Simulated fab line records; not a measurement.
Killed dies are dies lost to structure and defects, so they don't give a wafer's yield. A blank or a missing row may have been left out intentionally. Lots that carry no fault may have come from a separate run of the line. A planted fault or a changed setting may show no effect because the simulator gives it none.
Which tool is to blame? + flow n5 finfet + 10 lots with 30 wafers sampled at 4 steps, on a route of 1938 steps

## WHAT THE GAUGES READ, wafer by wafer
N5_PASSIVATION_OVL_MEAS_66. Usual: for PASS_OPEN_OVL the level is 0 nm and the standard deviation is 4.6.
| lot  | measured     | on         | PASS_OPEN_OVL (nm) | flag |
|------|--------------|------------|--------------------|------|
| L436 | day 11 21:25 | overlay-01 | -6 -10 -5          |      |
| L437 | day 12 18:23 | overlay-01 | -1 3 -8            |      |
| L440 | day 14 00:49 | overlay-01 | -4 -7 3            |      |
| L442 | day 13 08:41 | overlay-02 | -7 3 1             |      |
| L443 | day 14 12:07 | overlay-02 | 7 -3 4             |      |
| L444 | day 14 17:16 | overlay-02 | -3 -4 -1           |      |
| L446 | day 15 15:46 | overlay-02 | 3 0 1              |      |
| L448 | day 16 01:40 | overlay-01 | -2 -9 -5           |      |
| L452 | day 16 06:29 | overlay-02 | 9 -4 -6            |      |
| L453 | day 17 02:46 | overlay-02 | -4 7 -8            |      |

## TOOL THAT RAN EACH LOT (tool first, then ch and the chambers of the sampled wafers, then the start)
| lot  | N5_PMOS_HMC_CHANNEL_EPI_STRIP_33  | N5_MIM_BOT_ETCH_STRIP_01           | N5_PASSIVATION_ETCH_15                        |
|------|-----------------------------------|------------------------------------|-----------------------------------------------|
| L436 | rie diel-03 ch 0,1,2, day 1 18:04 | rie diel-02 ch 0,1, day 11 15:35   | rie diel-03 ch 0,1,3, day 11 21:25 or earlier |
| L437 | rie diel-04 ch 0,3, day 1 23:39   | rie diel-02 ch 0,2,3, day 12 08:59 | rie diel-04 ch 1,2,3, day 12 18:23 or earlier |
| L440 | rie diel-04 ch 2,3, day 2 17:50   | rie diel-01 ch 0,1, day 13 20:17   | rie diel-03 ch 0,1, day 14 00:49 or earlier   |
| L442 | rie diel-05 ch 0,1,3, day 3 05:21 | rie diel-01 ch 1,2,3, day 13 02:46 | rie diel-05 ch 1,2,3, day 13 08:41 or earlier |
| L443 | rie diel-04 ch 0,2,3, day 3 11:26 | rie diel-06 ch 0,1, day 14 06:53   | rie diel-04 ch 0,2, day 14 12:07 or earlier   |
| L444 | rie diel-03 ch 0,2,3, day 3 17:39 | rie diel-02 ch 0,1,3, day 14 11:55 | rie diel-05 ch 0,2,3, day 14 17:16 or earlier |
| L446 | rie diel-04 ch 0,1,2, day 4 05:37 | rie diel-06 ch 1,2,3, day 15 08:22 | rie diel-05 ch 0,1,2, day 15 15:46 or earlier |
| L448 | rie diel-04 ch 1,3, day 4 17:41   | rie diel-01 ch 2,3, day 15 20:07   | rie diel-04 ch 0,1,3, day 16 01:40 or earlier |
| L452 | rie diel-04 ch 0,2,3, day 5 18:05 | rie diel-02 ch 1,2,3, day 16 01:21 | rie diel-05 ch 0,1,3, day 16 06:29 or earlier |
| L453 | rie diel-04 ch 0,2,3, day 5 23:13 | rie diel-06 ch 0,1,3, day 16 17:12 | rie diel-04 ch 0,1,3, day 17 02:46 or earlier |
- N5_PMOS_HMC_CHANNEL_EPI_STRIP_33: strips in N2/H2.
- N5_MIM_BOT_ETCH_STRIP_01: strips in O2.
- N5_PASSIVATION_ETCH_15: etches SiCN in CF4/N2, target depth 75 nm, time 81.2 s.

## WHAT THE TOOLS THEMSELVES READ (means of the sampled wafers that have a number; where no wafer has one, the mark that the record gives instead)
N5_PMOS_HMC_CHANNEL_EPI_STRIP_33. Usual: drypump motor current A 6.0 A, standard deviation 0.43; oes product au 0.79 a.u., standard deviation 0.071; rf vpp V 54.3 V, standard deviation 1.6; showerhead plenum p Torr 3.40 Torr, standard deviation 0.087; throttle valve pct 18.98 %, standard deviation 0.22.
| lot  | tool        | drypump motor current A (A) | oes product au (a.u.) | rf vpp V (V) | showerhead plenum p Torr (Torr) | throttle valve pct (%) | flag |
|------|-------------|-----------------------------|-----------------------|--------------|---------------------------------|------------------------|------|
| L436 | rie diel-03 | 5.9                         | 0.74                  | 54.1         | 3.34                            | 19.05                  |      |
| L437 | rie diel-04 | 5.7                         | 0.87                  | 56.2         | 3.51                            | 18.71                  |      |
| L440 | rie diel-04 | 6.5                         | 0.76                  | 53.8         | 3.36                            | 19.03                  |      |
| L442 | rie diel-05 | 5.6                         | 0.85                  | 54.8         | 3.50                            | 19.09                  |      |
| L443 | rie diel-04 | 6.2                         | 0.79                  | 54.7         | 3.43                            | 18.89                  |      |
| L444 | rie diel-03 | 5.8                         | 0.75                  | 55.1         | 3.35                            | 18.83                  |      |
| L446 | rie diel-04 | 6.1                         | 0.81                  | 56.3         | 3.44                            | 18.97                  |      |
| L448 | rie diel-04 | 6.4                         | 0.75                  | 54.6         | 3.37                            | 19.01                  |      |
| L452 | rie diel-04 | 6.1                         | 0.78                  | 55.3         | 3.42                            | 18.92                  |      |
| L453 | rie diel-04 | 6.1                         | 0.78                  | 54.9         | 3.42                            | 18.91                  |      |

N5_MIM_BOT_ETCH_STRIP_01. Usual: drypump motor current A 5.7 A, standard deviation 0.34; oes product au 0.81 a.u., standard deviation 0.083; rf vpp V 3.8 V, standard deviation 1.3; showerhead plenum p Torr 2.09 Torr, standard deviation 0.072; throttle valve pct 16.56 %, standard deviation 0.13.
| lot  | tool        | drypump motor current A (A) | oes product au (a.u.) | rf vpp V (V) | showerhead plenum p Torr (Torr) | throttle valve pct (%) | flag |
|------|-------------|-----------------------------|-----------------------|--------------|---------------------------------|------------------------|------|
| L436 | rie diel-02 | 5.9                         | 0.76                  | 4.1          | 2.14                            | 16.50                  |      |
| L437 | rie diel-02 | 5.6                         | 0.74                  | 3.7          | 2.12                            | 16.53                  |      |
| L440 | rie diel-01 | 5.4                         | 0.90                  | 3.6          | 2.06                            | 16.71                  |      |
| L442 | rie diel-01 | 5.9                         | 0.88                  | 2.5          | 2.05                            | 16.54                  |      |
| L443 | rie diel-06 | 5.5                         | 0.72                  | 2.9          | 2.12                            | 16.66                  |      |
| L444 | rie diel-02 | 5.7                         | 0.73                  | 3.5          | 2.12                            | 16.59                  |      |
| L446 | rie diel-06 | 5.8                         | 0.81                  | 5.2          | 2.11                            | 16.52                  |      |
| L448 | rie diel-01 | 6.2                         | 0.83                  | 3.7          | 2.04                            | 16.46                  |      |
| L452 | rie diel-02 | 5.6                         | 0.76                  | 3.7          | 2.07                            | 16.56                  |      |
| L453 | rie diel-06 | 5.7                         | 0.77                  | 3.8          | 2.16                            | 16.61                  |      |

N5_PASSIVATION_ETCH_15. Usual: drypump motor current A 5.9 A, standard deviation 0.41; oes product au 0.76 a.u., standard deviation 0.087; rf vpp V 382.5 V, standard deviation 1.6; showerhead plenum p Torr 2.22 Torr, standard deviation 0.057; throttle valve pct 15.49 %, standard deviation 0.18.
| lot  | tool        | drypump motor current A (A) | oes product au (a.u.) | rf vpp V (V) | showerhead plenum p Torr (Torr) | throttle valve pct (%) | flag |
|------|-------------|-----------------------------|-----------------------|--------------|---------------------------------|------------------------|------|
| L436 | rie diel-03 | 6.0                         | 0.76                  | 381.4        | 2.17                            | 15.49                  |      |
| L437 | rie diel-04 | 6.4                         | 0.71                  | 381.4        | 2.19                            | 15.53                  |      |
| L440 | rie diel-03 | 6.3                         | 0.75                  | 381.3        | 2.16                            | 15.48                  |      |
| L442 | rie diel-05 | 5.7                         | 0.74                  | 384.6        | 2.29                            | 15.60                  |      |
| L443 | rie diel-04 | 6.1                         | 0.73                  | 382.9        | 2.22                            | 15.43                  |      |
| L444 | rie diel-05 | 5.5                         | 0.75                  | 383.9        | 2.26                            | 15.65                  |      |
| L446 | rie diel-05 | 5.6                         | 0.71                  | 382.9        | 2.25                            | 15.70                  |      |
| L448 | rie diel-04 | 6.0                         | 0.72                  | 382.9        | 2.23                            | 15.52                  |      |
| L452 | rie diel-05 | 5.6                         | 0.74                  | 383.2        | 2.26                            | 15.62                  |      |
| L453 | rie diel-04 | 6.0                         | 0.71                  | 382.4        | 2.22                            | 15.54                  |      |

## THE ANSWER, worked out from the rows above alone
Rule: lot off if the mean of its wafers having a number is beyond 3 standard deviations from the usual mean. A lot without any number at a reading at which 4 lots or more have one is off too. The other lots that the step has rows for count as sound. Order of review: gauges by route order, followed by the tools' own readings, for which a lot's mean as printed above is used. At the first step where some lot is off, the reading lying furthest off is the one used; lots without a number count as furthest.
None of the lots is off at any reading shown; this tells nothing.

## WHAT THE SIMULATOR HAD PUT IN
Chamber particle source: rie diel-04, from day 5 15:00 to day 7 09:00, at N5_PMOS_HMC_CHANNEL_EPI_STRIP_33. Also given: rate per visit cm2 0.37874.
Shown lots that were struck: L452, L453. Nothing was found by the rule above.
